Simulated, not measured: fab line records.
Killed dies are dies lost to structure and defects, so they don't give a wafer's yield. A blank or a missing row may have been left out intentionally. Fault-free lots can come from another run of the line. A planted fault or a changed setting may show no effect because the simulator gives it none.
Struck lot and sound lot, side by side || flow n5Finfet || 28 steps out of a route of 1938
Sound: the wafers L147.1, L147.3, L147.5. The struck wafers were L150.1, L150.2, L150.4. The cause is named last.
For every step that has rows: the tool of each side, followed by ch and its chambers, followed by its first start. Under that, the readings that differ: sound wafers || struck wafers || difference of the means || sigmas: that difference in standard deviations of wafers without a fault.
alike: readings with means less than 2 such deviations apart, plus words and numbers identical on both sides. not compared: withheld readings, readings lacking a value on some wafer, bounds such as >300 that could conceal the same value, and numbers that have no deviation in the record and whose values overlap.
Wherever a step has rows on one side only, a row that says differs or no value, or a row with sigmas, the two part there. Non-overlapping numbers with no deviation appear without sigmas and do not part them. Lack of a reading on every wafer of one side parts them only where that side has two or more wafers.

N5_BEOL_M1_RS_MEAS_58: uses a four-point probe to measure.
  sound on filmMetro-01 at day 8 07:01; struck on filmMetro-01 at day 8 21:19
  alike: M1_RS
N5_BEOL_M1_INSPECT_59: inspects for defects (darkfield).
  sound on defectInspect-02 at day 8 07:02; struck on defectInspect-01 at day 8 21:21
  alike: rawDefectCount
N5_BEOL_M2_ILD_DEP_00: deposits SiOC from DEMS/O2, target thk 79 nm, time 15.3 s.
  sound on pecvd-02 ch 0,1, day 8 07:04; struck on pecvd-01 ch 0,1,2, day 8 21:23
  alike: heaterPowerW, showerheadPlenumPTorr, throttleValvePct
N5_BEOL_M2_THK_MEAS_01:
  sound on filmMetro-02 at day 8 07:08; struck on filmMetro-01 at day 8 21:27
  alike: M2_ILD_THK
then, 1 step without rows for these wafers: N5_BEOL_M2_PECVD_72 (deposits SiO2 from TEOS/O2, target thk 16 nm, time 18 s).
N5_BEOL_M2_HM_DEP_02: deposits TiN, target thk 20 nm.
  sound on pvdSputter-01 at day 8 07:42; struck on pvdSputter-01 at day 8 22:49
  alike: throttleValvePct
then, 6 steps without rows for these wafers: N5_BEOL_M2_COAT_61 (time 60 s, resist thk 60 nm); N5_BEOL_M2_COAT_62 (time 60 s, resist thk 12 nm); N5_BEOL_M2_COAT_73 (time 60 s, resist thk 5 nm); N5_BEOL_M2_COAT_05 (resist thk 30 nm); N5_BEOL_M2_EBR_07; N5_BEOL_M2_SOFTBAKE_06 (time 60 s).
N5_BEOL_M2_EXPOSE_08: exposes mask M2.
  sound on euvScanner-01 ch 0, day 8 08:07; struck on euvScanner-01 ch 0, day 8 23:09
{"reading": "exposureDoseMJCm2", "sound": "41.2 41.2 41.2", "struck": "39.0 38.9 39.0", "difference": -2.2, "sigmas": -7}
  alike: mask, reticleTempC
then, 2 steps without rows for these wafers: N5_BEOL_M2_PEB_09 (peb time 60 s); N5_BEOL_M2_DEVELOP_10 (develop time 30 s).
N5_BEOL_M2_CD_MEAS_11: the cd target is 16.79 nm.
  sound on cdSem-03 ch 0, day 8 08:15; struck on cdSem-03 ch 0, day 8 23:17
{"reading": "cdNm (nm)", "sound": "16.86 16.70 16.91", "struck": "15.44 15.47 15.64", "difference": -1.31, "sigmas": -6}
N5_BEOL_M2_OVL_MEAS_12:
  sound on overlay-02 ch 0, day 8 08:17; struck on overlay-02 ch 0, day 8 23:19
  alike: M2_OVL
N5_BEOL_M2_INSPECT_13: inspects for defects (brightfield).
  sound on defectInspect-01 at day 8 08:20; struck on defectInspect-02 at day 8 23:22
  alike: rawDefectCount
N5_BEOL_M2_DESCUM_16: chemistry O2, time 7 s.
  sound on rieDiel-02 ch 1,2,3, day 8 08:23; struck on rieDiel-06 ch 1,2,3, day 8 23:37
{"reading": "rfVppV (V)", "sound": "242.7 244.6 243.4", "struck": "240.3 242.3 239.6", "difference": -2.8, "sigmas": -2}
  alike: drypumpMotorCurrentA, oesProductAu, showerheadPlenumPTorr, throttleValvePct
  not compared: rfHoursCounterH
N5_BEOL_M2_ETCH_74: etches underlayer in N2/H2, target depth 6.5 nm, time 5.2 s.
  sound on rieDiel-02 ch 1,2,3, day 8 08:25; struck on rieDiel-06 ch 1,2,3, day 8 23:38
{"reading": "model.BEOL_M2.cdOffsetNm (nm)", "sound": "0.2 0 0.4", "struck": "-1.2 -1.2 -1", "difference": -1.3, "sigmas": ""}
  alike: drypumpMotorCurrentA, etchRfOnTimeS, oesProductAu, rfVppV, showerheadPlenumPTorr, throttleValvePct
  not compared: rfHoursCounterH
then, 1 step without rows for these wafers: N5_BEOL_M2_ETCH_63 (etches SiARC in CF4, target depth 15.6 nm, time 26 s).
N5_BEOL_M2_ETCH_64: etches SOC in N2/H2, target depth 75 nm, overetch 22.5 nm, time 121.9 s.
  sound on rieDiel-02 ch 1,2,3, day 8 08:28; struck on rieDiel-06 ch 1,2,3, day 8 23:41
  alike: drypumpMotorCurrentA, oesProductAu, rfVppV, showerheadPlenumPTorr, throttleValvePct
  not compared: rfHoursCounterH
then, 3 steps without rows for these wafers: N5_BEOL_M2_STRIP_65 (strips in N2/H2); N5_BEOL_M2_STRIP_75 (strips in N2/H2); N5_BEOL_M2_STRIP_66 (strips in CF4).
N5_BEOL_M2_HM_OPEN_17: chemistry Cl2/BCl3, target TiN, target depth 20 nm, overetch 6 nm.
  sound on rieMetal-01 ch 0,1, day 8 08:38; struck on rieMetal-01 ch 0,1, day 8 23:52
{"reading": "model.BEOL_M2.cdOffsetNm (nm)", "sound": "0.4 0.4 0.4", "struck": "-1.4 -1.6 -1", "difference": -1.7, "sigmas": ""}
  alike: drypumpMotorCurrentA, oesProductAu, throttleValvePct
  not compared: rfHoursCounterH
N5_BEOL_M2_STRIP_19: strips in O2.
  sound on rieDiel-06 ch 0,3, day 8 08:44; struck on rieDiel-05 ch 0,2,3, day 8 23:59
  alike: drypumpMotorCurrentA, oesProductAu, rfVppV, showerheadPlenumPTorr, throttleValvePct
  not compared: rfHoursCounterH
N5_PASSIVATION_PROBE_49:
  rows exist in the record for the sound wafers here (prober-01, day 14 07:21), none for the struck ones

== WHERE THEY PART ==
Last at N5_PASSIVATION_PROBE_49 as far as this record goes, first at N5_BEOL_M2_EXPOSE_08.

WHY: what had been put in by the simulator
Drift in process parameters on euvScanner-01 at N5_BEOL_M2_EXPOSE_08, starting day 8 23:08. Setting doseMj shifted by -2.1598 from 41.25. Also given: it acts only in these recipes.
